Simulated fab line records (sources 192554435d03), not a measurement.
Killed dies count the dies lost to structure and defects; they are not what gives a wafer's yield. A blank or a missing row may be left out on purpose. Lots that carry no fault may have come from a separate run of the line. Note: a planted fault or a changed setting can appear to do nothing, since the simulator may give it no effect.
fab line records	flow n5_finfet
record lots=6	wafers=16	last_day=21
route steps=1938 shown BEOL_M7@1314 PASSIVATION@1936
lots that met no fault: from a run of the same line without faults
start_h: hours from the record's opening day to when the first of the lot's shown wafers began	wait_h: time in hours since the lot's previous step	" unchanged from the row above	L1.1+2: one row covering several wafers at once	- no value present, or no start provided	* or withheld: withheld	< > ~ a bound
route shown NAME@n: NAME is a module with steps in the file, n the number in the route of the first one	usual: average and standard deviation across the fault-free wafers	same: alike in all rows	chamber/n: place in a boat	sites: per-site readings	_std_site: the standard deviation of these	_edge_site: inner sites' mean taken away from outer sites' mean	radius_mm: how far each site lies from the wafer's centre	mask NAME#n: copy n	behind: tool/chamber where the wafer was last shaped	hold: why the lot was held/for how many hours/how that ended	device: the transistor (n, p or np) that didn't switch	end of line: tests run on the same wafers once the route is complete	a step given without rows: its recipe and nothing more	killed: not the wafer's yield, but the dies lost to structure and defects at the first sort	map: a wafer's dies, marking killed ones x, the rest . and places with no die _
set.NAME: the setting that was run; set.NAME@STEP: the one run at that earlier step	model.NAME: the simulator's own value behind a step, which no gauge read
lots at some steps of the route; a table a step, a row a wafer
services: from which hour (start_h, from the record's first day; less than 0 if before it) a tool's chamber was out of use, for how many hours, and why
## steps
# step N5_BEOL_M7_PRECLEAN_42
# recipe chemistry=residue_remover	time_s=60	temp_c=40
# step N5_BEOL_M7_SRD_43
# recipe time_s=30	temp_c=23	rinse_liquid=diw	dry=ipa_marangoni
# step N5_BEOL_M7_CD_MEAS_35
# recipe target_cd_nm=40	polarity=opening
# usual cd_nm=39.7/0.55
lot.wafer	tool	chamber	start_h	wait_h	cd_nm
L764.2	cd_sem-02	-	276.57	0.0	38.6
L764.3	"	-	"	"	38.6
L764.5	"	-	"	"	39.6
L767.1	cd_sem-01	-	303.42	0.0	39.8
L767.5	"	-	"	"	40.0
L767.6	"	-	"	"	40.6
L775.4	cd_sem-01	-	350.16	0.0	39.8
L775.6	"	-	"	"	40.0
L779.3	cd_sem-02	-	350.43	0.0	38.7
L779.6	"	-	"	"	39.4
L782.1	cd_sem-03	-	379.70	0.0	40.3
L782.5	"	-	"	"	39.4
L782.6	"	-	"	"	40.1
L783.1	cd_sem-03	-	429.96	0.0	39.7
L783.4	"	-	"	"	39.4
L783.6	"	-	"	"	39.6
# step N5_BEOL_M7_CURE_75
# recipe temp_c=370	time_s=120	ambient=DMADMS/He	material=SiCOH_lowk
# usual lamp_power_pct=52.32/0.052	wafer_temp_C_max=372.0/0.74
lot.wafer	tool	chamber	start_h	wait_h	lamp_power_pct	wafer_temp_C_max
L764.2	uv_cure-03	0	276.66	0.1	52.31	371.8
L764.3	"	0	"	"	52.41	371.2
L764.5	"	0	"	"	52.38	371.9
L767.1	uv_cure-01	2	303.46	0.0	52.37	373.7
L767.5	"	2	"	"	52.28	373.4
L767.6	"	2	"	"	52.28	372.8
L775.4	uv_cure-02	1	350.80	0.6	52.35	371.9
L775.6	"	1	"	"	52.31	371.7
L779.3	uv_cure-02	0	351.35	0.9	52.38	371.3
L779.6	"	0	"	"	52.28	371.3
L782.1	uv_cure-02	1	379.74	0.0	52.31	372.2
L782.5	"	1	"	"	52.32	372.1
L782.6	"	1	"	"	52.33	371.6
L783.1	uv_cure-02	1	430.00	0.0	52.30	371.7
L783.4	"	1	"	"	52.31	372.2
L783.6	"	1	"	"	52.40	371.5
# step N5_BEOL_M7_DEGAS_44
# recipe ambient=vacuum	temp_c=250	time_s=60
# step N5_BEOL_M7_PRE_CLEAN_45
# recipe gas=H2/He	time_s=30	temp_c=250
# usual heater_power_w=334/32
lot.wafer	tool	chamber	start_h	wait_h	heater_power_w
L764.2	pvd_sputter-02	-	276.98	0.0	417
L764.3	"	-	"	"	311
L764.5	"	-	"	"	389
L767.1	pvd_sputter-03	-	303.98	0.0	319
L767.5	"	-	"	"	319
L767.6	"	-	"	"	330
L775.4	pvd_sputter-03	-	351.02	0.0	299
L775.6	"	-	"	"	296
L779.3	pvd_sputter-02	-	351.81	0.0	313
L779.6	"	-	"	"	419
L782.1	pvd_sputter-01	-	380.87	0.0	323
L782.5	"	-	"	"	331
L782.6	"	-	"	"	318
L783.1	pvd_sputter-02	-	430.36	0.0	399
L783.4	"	-	"	"	308
L783.6	"	-	"	"	388
# step N5_BEOL_M7_ALD_77
# recipe material=TaN	target_thk_a=20	temp_c=275	ald_precursor_family=PDMAT	ald_co_reactant=NH3	pressure_torr=3	carrier_flow_sccm=1500	pulse_time_s=2	purge_time_s=3	co_reactant_purge_time_s=2	co_reactant_pulse_time_s=3	ald_cycles=40	precursor_vessel_temp_c=75	precursor_vessel_pressure_torr=26.25	precursor_vessel_carrier_sccm=1000
# usual heater_power_w=408/40
# same co_reactant_purge_time_s=2
lot.wafer	tool	chamber	start_h	wait_h	heater_power_w
L764.2	ald_metal-01	2	277.05	0.0	403
L764.3	"	1	"	"	376
L764.5	"	0	"	"	396
L767.1	ald_metal-01	0	304.27	0.3	413
L767.5	"	3	"	"	372
L767.6	"	0	"	"	396
L775.4	ald_metal-01	0	351.09	0.1	412
L775.6	"	0	"	"	396
L779.3	ald_metal-01	2	351.96	0.1	399
L779.6	"	3	"	"	361
L782.1	ald_metal-04	2	380.93	0.0	436
L782.5	"	3	"	"	461
L782.6	"	0	"	"	424
L783.1	ald_metal-04	3	430.42	0.0	475
L783.4	"	2	"	"	430
L783.6	"	1	"	"	339
# step N5_BEOL_M7_SURFACE_TREAT_79
# recipe gas=Ar	time_s=*	ion_energy_ev=*	ion_current_ma_cm2=0.5	pressure_mtorr=*	ar_flow_sccm=30
# usual ar_flow_sccm=30.00/0.095	throttle_valve_pct=*
lot.wafer	tool	chamber	start_h	wait_h	ar_flow_sccm	throttle_valve_pct
L764.2	pvd_sputter-01	-	277.33	0.2	30.07	*
L764.3	"	-	"	"	29.91	*
L764.5	"	-	"	"	29.94	*
L767.1	pvd_sputter-03	-	304.62	0.2	30.01	*
L767.5	"	-	"	"	29.97	*
L767.6	"	-	"	"	29.98	*
L775.4	pvd_sputter-02	-	351.61	0.4	29.97	*
L775.6	"	-	"	"	29.92	*
L779.3	pvd_sputter-02	-	352.41	0.3	30.11	*
L779.6	"	-	"	"	30.10	*
L782.1	pvd_sputter-03	-	381.26	0.2	30.09	*
L782.5	"	-	"	"	30.18	*
L782.6	"	-	"	"	30.12	*
L783.1	pvd_sputter-02	-	430.74	0.2	29.92	*
L783.4	"	-	"	"	30.06	*
L783.6	"	-	"	"	30.01	*
# step N5_BEOL_M7_CVD_78
# recipe material=Co	target_thk_a=20	temp_c=withheld	precursor=CCTBA/H2	pressure_torr=30	time_s=142.3
# step N5_BEOL_M7_SPUTTER_48
# recipe material=Cu	target_thk_a=100	temp_c=-20	bias_v=60	power_w=26000	chamber_pressure_pa=0.13	time_s=1.667
# step N5_BEOL_M7_ECD_50
# recipe material=Cu	target_thk_a=3000
# step N5_BEOL_M7_ANNEAL_51
# recipe temp_c=225	time_s=90	ambient=N2
# usual wafer_temp_C_max=225.92/0.22
lot.wafer	tool	chamber	start_h	wait_h	wafer_temp_C_max
L764.2	rtp_anneal-01	0	278.61	0.7	225.86
L764.3	"	0	"	"	225.83
L764.5	"	0	"	"	225.80
L767.1	rtp_anneal-02	0	305.36	0.1	225.86
L767.5	"	0	"	"	225.74
L767.6	"	0	"	"	225.96
L775.4	rtp_anneal-02	0	352.19	0.2	225.97
L775.6	"	0	"	"	225.67
L779.3	rtp_anneal-02	0	353.01	0.1	225.69
L779.6	"	0	"	"	225.71
L782.1	rtp_anneal-01	0	382.35	0.5	226.06
L782.5	"	0	"	"	226.20
L782.6	"	0	"	"	226.04
L783.1	rtp_anneal-02	0	431.21	0.1	225.91
L783.4	"	0	"	"	225.76
L783.6	"	0	"	"	225.79
# step N5_BEOL_M7_CMP_52
# recipe stop_on=SiCOH_lowk	t_overpolish_s=6.9	down_force_psi=1	platen_rpm=50	clearing_platen_down_force_psi=1.5	clearing_platen_rpm=50	post_cmp_clean=cu_alkaline	target_thk_nm=80	clearing_platen_pad_velocity_m_s=0.99484	pad_velocity_m_s=0.99484
# usual barrier_field_endpoint_s=29.2/1	motor_current_A=6.1/0.39	overpolish_run_s=6.901/0.0091	time_to_endpoint_s=63/4.8
lot.wafer	tool	chamber	start_h	wait_h	barrier_field_endpoint_s	motor_current_A	overpolish_run_s	time_to_endpoint_s
L764.3	cmp-04	3	278.87	0.2	29.5	6.2	6.917	64
L764.2	"	0	"	"	30.0	6.4	6.899	64
L764.5	"	3	"	"	30.3	6.1	6.888	62
L767.1	cmp-02	2	305.67	0.3	29.5	5.9	6.894	60
L767.6	"	2	"	"	29.2	6.5	6.896	61
L767.5	"	3	"	"	29.8	6.1	6.888	60
L775.4	cmp-02	1	352.45	0.2	29.2	6.8	6.900	62
L775.6	"	0	"	"	17.4	6.4	6.914	38
L779.3	cmp-02	3	353.26	0.2	28.7	6.0	6.903	62
L779.6	"	3	"	"	16.6	6.0	6.910	37
L782.1	cmp-04	0	382.69	0.3	29.7	6.6	6.906	66
L782.6	"	3	"	"	28.6	6.3	6.916	61
L782.5	"	0	"	"	28.9	6.4	6.909	65
L783.1	cmp-04	0	431.50	0.3	28.7	6.2	6.909	67
L783.4	"	1	"	"	27.3	6.3	6.912	59
L783.6	"	0	"	"	30.4	6.7	6.881	68
# step N5_PASSIVATION_PROBE_49
# usual defect_limited_yield=91.4/1.4	killed_at_M0_to_M3=34/9.1	killed_at_M4_up=14/5.2	killed_at_contacts=12/6.4	killed_at_front_end=38/11	killed_at_other=3.7/2.8	killed_dies=102/17	killed_open=68/13	killed_short=32/7.8	sort_bin_5_function=5.1/1	sort_bin_6_memory=3.2/0.66	sort_bin_8_speed=0.1/0.92	sort_n_pass=1076/19	sort_yield_pct=91.2/1.6
# same gross_dies=1180	killed_at_back_side=0	sort_bin_4_leakage[%]=0
lot.wafer	tool	chamber	start_h	wait_h	defect_limited_yield[%]	killed_at_M0_to_M3	killed_at_M4_up	killed_at_contacts	killed_at_front_end	killed_at_other	killed_dies	killed_open	killed_short	sort_bin_5_function[%]	sort_bin_6_memory[%]	sort_bin_8_speed[%]	sort_n_pass	sort_yield_pct[%]
L764.2	prober-01	-	350.26	0.1	93.1	27	15	7	30	2	81	49	30	4.3	2.3	0	1099	93.1
L764.3	prober-01	-	350.31	0.1	93.4	31	17	5	22	3	78	51	25	4.0	2.5	0	1102	93.4
L764.5	prober-01	-	350.41	0.2	93.8	33	14	5	18	3	73	56	15	3.6	2.5	0	1107	93.8
L767.1	prober-01	-	387.55	0.0	91.6	46	17	3	32	1	99	66	25	4.2	3.9	0	1081	91.6
L767.5	prober-01	-	387.75	0.2	91.7	29	13	6	47	3	98	60	35	5.4	2.5	2.1	1057	89.6
L767.6	prober-01	-	387.80	0.3	92.3	33	9	4	42	3	91	51	40	5.1	2.5	0	1089	92.3
L775.4	prober-02	-	432.19	0.2	91.1	38	10	14	37	6	105	63	38	5.3	3.6	0	1075	91.1
L775.6	prober-02	-	432.29	0.3	93.1	30	11	4	31	6	82	51	29	4.2	2.5	0	1098	93.1
L779.3	prober-01	-	436.21	0.1	91.5	28	15	8	42	7	100	69	31	4.9	3.1	0	1080	91.5
L779.6	prober-01	-	436.36	0.3	91.1	30	11	10	53	1	105	74	30	4.7	3.9	0	1075	91.1
L782.1	prober-02	-	456.14	0.0	90.3	36	21	8	45	4	114	69	45	6.0	3.2	0	1066	90.3
L782.5	prober-02	-	456.34	0.2	89.7	40	5	21	51	4	121	87	34	6.5	3.4	0	1059	89.7
L782.6	prober-02	-	456.39	0.3	91.9	35	10	11	38	2	96	61	33	4.4	3.5	0	1084	91.9
L783.1	prober-02	-	508.63	0.0	93.1	26	4	13	26	13	82	53	29	4.2	2.5	0	1098	93.1
L783.4	prober-02	-	508.78	0.2	90.6	26	16	5	57	7	111	67	44	5.4	3.5	0	1069	90.6
L783.6	prober-02	-	508.88	0.3	91.4	24	20	8	42	7	101	68	33	4.6	3.7	0	1079	91.4
# killed by level:class
L764.2 BEOL_M0_SAQP:geometric_particle:short=6 GATE_CUT:geometric_particle:short=5 BEOL_M0_SAQP:geometric_particle:open=5 MOL_CONTACT_COAG:geometric_particle:open=5 STI_FIN_REVEAL:geometric_particle:open=4 GATE_CUT:geometric_particle:open=4 BEOL_M1:geometric_particle:open=4 BEOL_M2:geometric_particle:open=4
L764.3 BEOL_M0_SAQP:geometric_particle:open=9 BEOL_M1:geometric_particle:open=7 STI_FIN_REVEAL:geometric_particle:open=6 BEOL_M4:geometric_particle:open=6 BEOL_M0_SAQP:geometric_particle:short=5 BEOL_M2:geometric_particle:short=4 BEOL_M2:geometric_particle:open=4 STARTING-WAFER:geometric_particle:short=4
L764.5 BEOL_M0_SAQP:geometric_particle:open=11 BEOL_M0_SAQP:geometric_particle:short=7 BEOL_M2:geometric_particle:open=7 STI_FIN_REVEAL:geometric_particle:open=6 MOL_CONTACT_COAG:geometric_particle:open=5 BEOL_M1:geometric_particle:open=5 BEOL_M5:geometric_particle:open=5 GATE_CUT:geometric_particle:open=3
L767.1 BEOL_M1:geometric_particle:open=14 STI_FIN_REVEAL:geometric_particle:open=11 BEOL_M3:geometric_particle:open=9 BEOL_M2:geometric_particle:open=7 BEOL_M4:geometric_particle:open=7 FIN_SAQP:geometric_particle:short=4 DUMMY_GATE:geometric_particle:open=4 BEOL_M2:geometric_particle:short=3
L767.5 STI_FIN_REVEAL:geometric_particle:open=14 FIN_SAQP:geometric_particle:short=12 BEOL_M2:geometric_particle:open=12 GATE_CUT:geometric_particle:short=5 BEOL_M0_SAQP:geometric_particle:short=5 BEOL_M1:geometric_particle:open=5 MOL_CONTACT_COAG:geometric_particle:open=4 BEOL_M3:geometric_particle:open=4
L767.6 FIN_SAQP:geometric_particle:open=10 FIN_SAQP:geometric_particle:short=8 STI_FIN_REVEAL:geometric_particle:open=8 GATE_CUT:geometric_particle:open=6 BEOL_M2:geometric_particle:open=6 BEOL_M4:geometric_particle:open=6 BEOL_M3:geometric_particle:short=5 BEOL_M1:geometric_particle:open=4
L775.4 MOL_CONTACT_COAG:geometric_particle:open=12 BEOL_M0_SAQP:geometric_particle:short=9 BEOL_M0_SAQP:geometric_particle:open=7 BEOL_M1:geometric_particle:open=7 FIN_SAQP:geometric_particle:short=6 BEOL_M2:geometric_particle:open=6 STI_FIN_REVEAL:geometric_particle:open=5 BEOL_M3:geometric_particle:open=5
L775.6 BEOL_M0_SAQP:geometric_particle:open=7 BEOL_M0_SAQP:geometric_particle:short=7 DUMMY_GATE:geometric_particle:open=6 BEOL_M1:geometric_particle:open=5 FIN_SAQP:geometric_particle:open=4 BEOL_M2:geometric_particle:open=4 STI_FIN_REVEAL:geometric_particle:open=4 FIN_SAQP:geometric_particle:short=3
L779.3 FIN_SAQP:geometric_particle:open=17 MOL_CONTACT_COAG:geometric_particle:open=8 FIN_SAQP:geometric_particle:short=7 BEOL_M2:geometric_particle:open=7 BEOL_M3:geometric_particle:open=6 BEOL_M4:geometric_particle:open=6 BEOL_M0:geometric_particle:open=4 STI_FIN_REVEAL:geometric_particle:open=3
L779.6 FIN_SAQP:geometric_particle:open=19 MOL_CONTACT_COAG:geometric_particle:open=10 BEOL_M3:geometric_particle:open=7 BEOL_M0:geometric_particle:open=6 FIN_SAQP:geometric_particle:short=5 DUMMY_GATE:geometric_particle:open=5 BEOL_M3:geometric_particle:short=5 BEOL_M6:geometric_particle:open=4
L782.1 FIN_SAQP:geometric_particle:short=19 BEOL_M2:geometric_particle:open=16 FIN_SAQP:geometric_particle:open=10 MOL_CONTACT_COAG:geometric_particle:open=7 BEOL_M4:geometric_particle:open=5 BEOL_M0:geometric_particle:open=4 BEOL_M3:geometric_particle:open=4 BEOL_M7:geometric_particle:open=4
L782.5 FIN_SAQP:geometric_particle:open=19 MOL_CONTACT_COAG:geometric_particle:open=17 STI_FIN_REVEAL:geometric_particle:open=12 BEOL_M2:geometric_particle:open=7 BEOL_M3:geometric_particle:open=7 BEOL_M0_SAQP:geometric_particle:short=7 BEOL_M0:geometric_particle:open=7 FIN_SAQP:geometric_particle:short=5
L782.6 BEOL_M2:geometric_particle:open=13 STI_FIN_REVEAL:geometric_particle:open=10 FIN_SAQP:geometric_particle:open=9 FIN_SAQP:geometric_particle:short=7 MOL_CONTACT_COAG:geometric_particle:open=7 STARTING-WAFER:geometric_particle:short=5 BEOL_M0_SAQP:geometric_particle:short=5 MOL_CONTACT_COAG:geometric_particle:short=4
L783.1 MOL_CONTACT_COAG:geometric_particle:open=8 PAD_METAL:geometric_particle:open=7 DUMMY_GATE:geometric_particle:open=6 BEOL_M0_SAQP:geometric_particle:short=6 PAD_METAL:geometric_particle:short=6 FIN_SAQP:geometric_particle:open=5 MOL_CONTACT_COAG:geometric_particle:short=5 BEOL_M0_SAQP:geometric_particle:open=4
L783.4 DUMMY_GATE:geometric_particle:open=12 GATE_CUT:geometric_particle:short=9 FIN_SAQP:geometric_particle:short=8 BEOL_M3:geometric_particle:open=8 FIN_SAQP:geometric_particle:open=5 STI_FIN_REVEAL:geometric_particle:open=5 BEOL_M1:geometric_particle:open=5 BEOL_M5:geometric_particle:open=5
L783.6 FIN_SAQP:geometric_particle:open=12 BEOL_M4:geometric_particle:open=9 FIN_SAQP:geometric_particle:short=8 DUMMY_GATE:geometric_particle:open=7 BEOL_M5:geometric_particle:open=6 BEOL_M3:geometric_particle:open=6 MOL_CONTACT_COAG:geometric_particle:open=5 BEOL_M0_SAQP:geometric_particle:short=5
## services
tool	chamber	start_h	hours	kind
uv_cure-02	-	275.96	1.0	pm
cmp-02	-	278.14	6.8	pm
cmp-04	-	283.36	2.0	repair
ald_metal-01	0	297.04	3.2	repair
cmp-04	-	309.70	0.3	repair
cmp-02	-	316.58	2.1	repair
ald_metal-01	0	336.39	13.5	repair
rtp_anneal-01	-	337.03	5.9	pm
ald_metal-04	-	337.25	14.0	pm
ald_metal-04	0	337.25	14.0	vent_cycle
ald_metal-04	1	337.25	14.0	vent_cycle
ald_metal-04	2	337.25	34.5	vent_cycle
ald_metal-04	3	337.25	14.0	vent_cycle
uv_cure-01	-	347.44	2.0	repair
ald_metal-01	1	363.82	-	calibration
ald_metal-04	1	368.78	6.7	repair
ald_metal-01	-	389.66	1.8	repair
uv_cure-02	-	412.22	7.5	pm
cmp-04	-	412.24	1.4	repair
ald_metal-01	0	417.85	5.1	repair
pvd_sputter-03	-	423.06	8.9	repair
cmp-04	-	423.55	1.4	repair
cmp-02	-	424.48	1.6	repair
cmp-02	-	431.65	4.0	pm
## key
first_sign step=N5_BEOL_M7_CMP_52	reading=barrier_field_endpoint_s	direction=down	sigmas=12	usual=29.2	struck=17.0
effect step=N5_BEOL_M7_CMP_52	reading=time_to_endpoint_s	direction=down	sigmas=5.2	usual=*	struck=*
met_at N5_BEOL_M7_CMP_52
struck_wafers L775.6,L779.6
onset_between 305.67 352.45
fault kind=process_parameter_drift	tool=cmp-02	chamber=-	onset_h=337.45	steps=N5_BEOL_M7_CMP_52	channel=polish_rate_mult	offset=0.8	shape=step	end_h=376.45	scope=struck_wafers_only
